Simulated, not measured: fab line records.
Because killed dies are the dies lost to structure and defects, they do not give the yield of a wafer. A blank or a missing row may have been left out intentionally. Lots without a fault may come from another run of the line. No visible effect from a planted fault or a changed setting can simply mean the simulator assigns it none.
Chamber matching -- flow n5-finfet -- N5_BEOL_M10_ETCH_62 on rie-diel-05: 4 sister chambers
The step etches SOC in N2/H2, target depth 110 nm, overetch 22 nm, time 165 s. 16 wafers are shown with their chamber, then 8 later ones without.

== EACH WAFER AND ITS CHAMBER ==
wafer,chamber,throttle-valve-pct (%),drypump-motor-current-A (A),showerhead-plenum-p-Torr (Torr)
L450.1,2,17.80,6.5,2.55
L450.3,3,17.70,5.4,2.51
L450.4,1,18.10,6.1,2.41
L456.1,1,18.11,6.1,2.40
L456.5,3,17.70,5.4,2.50
L456.6,2,17.80,6.5,2.55
L454.1,1,18.13,6.1,2.40
L454.3,3,17.71,5.4,2.50
L454.4,0,18.30,5.7,2.52
L453.1,0,18.30,5.7,2.52
L453.5,3,17.71,5.4,2.50
L453.6,2,17.81,6.5,2.54
L458.2,2,17.81,6.5,2.54
L458.4,0,18.31,5.8,2.52
L458.5,2,17.83,6.5,2.54
L461.1,1,18.14,6.2,2.40

SIGNATURES, as means of the wafers listed above
reading,chamber 0,chamber 1,chamber 2,chamber 3,scatter within a chamber
throttle-valve-pct,18.3033,18.1200,17.8100,17.7050,0.0121
drypump-motor-current-A,5.733,6.125,6.500,5.400,0.0344
showerhead-plenum-p-Torr,2.5200,2.4025,2.5440,2.5025,0.00474
Rule: a wafer lies at a distance from a chamber equal to the root of the sum of squares, over the readings, of (its reading less the chamber's mean, divided by the reading's scatter). If the next closest chamber is less than 2 further off than the closest, the wafer can't be placed; otherwise it belongs to the closest. The scatter: take each reading less its chamber's mean, square it, sum over the shown wafers, divide by the number of wafers less the number of chambers, and take the root.

== WAFERS WITHOUT THEIR CHAMBER ==
wafer,throttle-valve-pct (%),drypump-motor-current-A (A),showerhead-plenum-p-Torr (Torr)
L461.3,17.73,5.4,2.49
L461.4,17.84,6.5,2.54
L471.1,17.83,6.1,2.71
L471.3,17.90,6.5,2.53
L471.5,17.79,5.4,2.48
L472.3,17.79,5.4,2.48
L472.4,17.90,6.5,2.52
L472.6,17.80,5.4,2.48

== WHICH CHAMBER EACH WENT THROUGH ==
wafer,from the rows above,in truth
L461.3,3,3
L461.4,2,2
L471.1,2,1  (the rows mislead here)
L471.3,2,2
L471.5,3,3
L472.3,3,3
L472.4,2,2
L472.6,3,3
Correctly placed: 7 of 8. Number that these rows cannot place: 0. Number placed wrongly: 1.
